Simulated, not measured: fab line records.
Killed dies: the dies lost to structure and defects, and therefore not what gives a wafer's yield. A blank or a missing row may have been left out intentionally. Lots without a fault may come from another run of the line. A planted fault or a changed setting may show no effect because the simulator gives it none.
Which tool is to blame?	flow nand-harc	36 wafers from 12 lots sampled at 6 of the route's 1159 steps

WHAT THE GAUGES SHOWED, per wafer
NHARC_A_ONON_D1_THK_MEAS_08: measures by ellipsometry.
lot	measured	on	thk-nm (nm)
L137	day 8 03:24	film-metro-01	973 973 973
L139	day 8 03:26	film-metro-02	1002 1003 1003
L138	day 8 03:29	film-metro-02	993 991 993
L140	day 8 13:20	film-metro-01	989 988 988
L144	day 9 05:56	film-metro-02	1002 1003 1001
L145	day 9 05:58	film-metro-02	981 982 979
L147	day 9 18:36	film-metro-02	1006 1006 1007
L148	day 10 23:02	film-metro-01	1010 1011 1011
L154	day 11 22:19	film-metro-02	1009 1007 1010
L156	day 11 22:41	film-metro-02	1000 1004 1003
L158	day 12 20:57	film-metro-02	1026 1027 1028
L160	day 13 04:20	film-metro-01	1011 1013 1014

NHARC_A_CHANNEL_HOLE_D1_INSPECT_40.
lot	measured	on	raw-defect-count
L137	day 9 00:33	defect-inspect-02	59 77 69
L139	day 9 00:29	defect-inspect-01	70 54 67
L138	day 9 04:31	defect-inspect-02	56 35 47
L140	day 9 12:28	defect-inspect-01	64 49 45
L144	day 10 04:52	defect-inspect-02	77 80 93
L145	day 10 03:42	defect-inspect-01	53 39 47
L147	day 10 18:05	defect-inspect-01	780 783 820
L148	day 12 00:09	defect-inspect-02	755 750 786
L154	day 13 00:58	defect-inspect-02	56 43 57
L156	day 12 20:55	defect-inspect-02	74 56 63
L158	day 13 19:35	defect-inspect-01	55 50 44
L160	day 14 06:29	defect-inspect-01	56 66 55

NHARC_END_SORT_01.
lot	measured	on	killed-at-array	killed-at-other	killed-at-periphery	killed-dies	killed-open	killed-short
L147	day 21 20:43	prober-01	110 95 99	2 1 1	4 3 4	116 99 104	7 3 2	5 1 2
L148	day 22 05:23	prober-01	115 114 125	0 0 0	1 0 3	116 114 128	3 1 1	1 0 3

TOOL THAT RAN EACH LOT (tool first, then ch and the chambers of the sampled wafers, then the start)
lot	NHARC_A_CHANNEL_HOLE_D1_ETCH_19	NHARC_A_CHANNEL_FILL_D1_ALD_02	NHARC_A_CHANNEL_FILL_D1_STRIP_29
L137	har-etch-01 ch 0,1, day 8 18:49	ald-hk-02 ch 0,1, day 9 01:07	rie-diel-09 ch 1,2, no start
L139	har-etch-02 ch 0,1, day 8 18:40	ald-hk-02 ch 1,2, day 9 00:41	rie-diel-03 ch 0,3, day 10 19:17
L138	har-etch-02 ch 0,1, day 8 22:48	ald-hk-03 ch 0,2,3, day 9 04:42	rie-diel-03 ch 0,3, day 11 03:14
L140	har-etch-01 ch 0,1, day 9 06:27	ald-hk-01 ch 1,2,3, day 9 12:50	rie-diel-03 ch 0,3, day 11 08:53
L144	har-etch-01 ch 0,1, day 9 23:01	ald-hk-01 ch 1,2,3, day 10 05:08	rie-diel-02 ch 0,1,3, no start
L145	har-etch-02 ch 1, day 9 22:00	ald-hk-03 ch 1,2, day 10 03:58	rie-diel-03 ch 0,1,2, no start
L147	har-etch-01 ch 0,1, day 10 12:02	ald-hk-02 ch 0,1,3, day 10 20:55	rie-diel-03 ch 0,3, day 21 20:43 or earlier
L148	har-etch-01 ch 0, day 11 18:26	ald-hk-01 ch 0,2,3, day 12 00:29	rie-diel-09 ch 1,2, day 22 05:23 or earlier
L154	har-etch-02 ch 0,1, day 12 18:59	ald-hk-01 ch 1,2,3, day 13 01:17	rie-diel-09 ch 1,2,3, no start
L156	har-etch-02 ch 0,1, day 12 14:53	ald-hk-01 ch 2,3, day 12 21:07	rie-diel-09 ch 0,1,3, no start
L158	har-etch-02 ch 0,1, day 13 13:50	ald-hk-01 ch 1,2,3, day 13 19:47	rie-diel-03 ch 0,2,3, no start
L160	har-etch-02 ch 0,1, day 14 00:46	ald-hk-01 ch 0,2,3, day 14 06:54	rie-diel-03 ch 1,2,3, no start
- NHARC_A_CHANNEL_HOLE_D1_ETCH_19: etches the open film in C4F8/O2/Ar, time 34.5 s.
- NHARC_A_CHANNEL_FILL_D1_ALD_02: deposits SiO2, target thk 6 nm, pulse time 10 s, ald cycles 60.
- NHARC_A_CHANNEL_FILL_D1_STRIP_29: strips in O2, time 20 s.

WHAT THE TOOLS THEMSELVES READ (means of the sampled wafers that have a number; where no wafer has one, the mark that the record gives instead)
NHARC_A_CHANNEL_HOLE_D1_ETCH_19.
lot	tool	bias-v (V)	drypump-motor-current-A (A)	showerhead-plenum-p-Torr (Torr)	throttle-valve-pct (%)
L137	har-etch-01	1208	5.2	3.72	37.043
L139	har-etch-02	1206	6.0	3.80	37.038
L138	har-etch-02	1198	6.1	3.71	37.045
L140	har-etch-01	1199	5.3	3.72	37.043
L144	har-etch-01	1214	5.3	3.79	37.038
L145	har-etch-02	1192	6.2	3.63	37.037
L147	har-etch-01	1188	5.3	3.79	37.038
L148	har-etch-01	1198	5.4	3.86	37.028
L154	har-etch-02	1198	6.1	3.77	37.033
L156	har-etch-02	1198	6.1	3.77	37.048
L158	har-etch-02	1206	6.1	3.76	37.036
L160	har-etch-02	1187	6.1	3.68	37.038

NHARC_A_CHANNEL_FILL_D1_ALD_02.
lot	tool	heater-power-w (W)	precursor-pulse-height-rel
L137	ald-hk-02	483	1.008
L139	ald-hk-02	476	1.006
L138	ald-hk-03	452	0.994
L140	ald-hk-01	492	0.994
L144	ald-hk-01	497	1.000
L145	ald-hk-03	434	0.991
L147	ald-hk-02	472	1.004
L148	ald-hk-01	447	0.989
L154	ald-hk-01	485	0.984
L156	ald-hk-01	451	0.995
L158	ald-hk-01	488	0.996
L160	ald-hk-01	445	0.994

NHARC_A_CHANNEL_FILL_D1_STRIP_29.
lot	tool	drypump-motor-current-A (A)	oes-product-au (a.u.)	rf-vpp-V (V)	showerhead-plenum-p-Torr (Torr)	throttle-valve-pct (%)
L137	rie-diel-09	6.1	0.995	57.2	3.76	17.027
L139	rie-diel-03	5.1	1.017	56.9	3.35	17.040
L138	rie-diel-03	5.1	1.019	58.0	3.35	17.029
L140	rie-diel-03	5.4	1.014	57.1	3.36	17.030
L144	rie-diel-02	5.4	0.985	58.2	3.61	17.043
L145	rie-diel-03	5.6	0.999	58.0	3.61	17.033
L147	rie-diel-03	5.1	1.015	56.7	3.35	17.038
L148	rie-diel-09	5.6	1.005	59.0	3.74	17.037
L154	rie-diel-09	5.9	1.009	58.7	3.65	17.034
L156	rie-diel-09	5.7	1.006	58.4	3.66	17.041
L158	rie-diel-03	5.6	1.000	58.2	3.50	17.032
L160	rie-diel-03	6.0	0.992	58.0	3.61	17.022

THE ANSWER, worked out from the rows above alone
Rule: usual is defined by the lots themselves. Put in order of their means at a reading, lots are off if they are a third of the lots or fewer, leave a main group of 4 or more, and stand apart from it by a gap of 3 or more times the standard deviation of the main group's means; of several such gaps the widest counts. The tables above print the reading to a certain number of digits; a main group whose means all agree to those digits is not used. Also off: a lot with no number at a reading for which 4 or more lots have one. Any other lot the step has rows for is counted as sound. After the gauges, taken in route order, come the tools' own readings; for these a lot's mean is taken, as printed above. At the first step where some lot is off, the reading lying furthest off is the one used; lots without a number count as furthest.
Off, at NHARC_A_CHANNEL_HOLE_D1_INSPECT_40 on raw-defect-count: L147, L148. The main group has a mean of 59 with a standard deviation of 11.
A tool fits if, at a process step before that reading, it ran every lot that is off, and no sound lot after the first of them. Those tools and the gauges at NHARC_A_CHANNEL_HOLE_D1_INSPECT_40 are tried in the same way. One fits: har-etch-01 at NHARC_A_CHANNEL_HOLE_D1_ETCH_19. Its last sound lot is L144 (day 9 23:01), its first lot that is off L147 (day 10 12:02): a fault that began between those two fits.

WHAT THE SIMULATOR PUT IN
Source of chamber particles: har-etch-01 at NHARC_A_CHANNEL_HOLE_D1_ETCH_19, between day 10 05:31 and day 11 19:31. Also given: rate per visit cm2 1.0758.
Shown lots that were struck: L147, L148. The same result came from the rule above.
